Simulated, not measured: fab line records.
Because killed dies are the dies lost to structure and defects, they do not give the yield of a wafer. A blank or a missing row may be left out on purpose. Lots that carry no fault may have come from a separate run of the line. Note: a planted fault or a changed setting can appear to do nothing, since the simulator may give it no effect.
Chamber matching	flow nandHarc	NHARC_P_M0_PRE_CLEAN_31 on pecvd-02 has 3 sister chambers
The step time 12 s. 6 wafers are shown with their chamber, then 7 later ones without.

== WAFERS PAIRED WITH THEIR CHAMBERS ==
wafer	chamber	heaterPowerW (W)	susceptorTempC (C)
L079.3	1	588	369.99
L088.1	0	543	370.16
L088.2	2	652	370.09
L088.3	1	547	370.19
L091.1	2	629	369.90
L091.3	0	570	370.06

== WAFERS MISSING THEIR CHAMBER ==
wafer	heaterPowerW (W)	susceptorTempC (C)
L091.5	569	370.48
L092.1	587	370.19
L092.2	667	370.02
L092.5	687	370.02
L097.1	586	370.42
L097.2	641	369.96
L097.3	602	369.80

== EACH ONE'S CHAMBER ==
wafer	from the rows above	in truth
L091.5	can't be placed: 0 or 1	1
L092.1	can't be placed: 1 or 0 or 2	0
L092.2	2	2
L092.5	2	2
L097.1	can't be placed: 1 or 0 or 2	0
L097.2	2	2
L097.3	can't be placed: 2 or 1 or 0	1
Correct placement for 3 of the 7. Not placeable from these rows: 4 (in 4, the candidates include the true chamber). 0 placed wrongly.
How it was worked out, from the rows above alone: a wafer's distance from a chamber is the root of the sum, over the readings, of the square of ((its reading less the chamber's mean) divided by the reading's scatter). The wafer belongs to the nearest chamber; if the next one is less than 2 further off, it can't be placed. A chamber's mean is the mean of its shown wafers. The scatter is the square root of a quotient: the sum, over the shown wafers, of each reading's squared deviation from its chamber's mean, divided by wafers minus chambers.
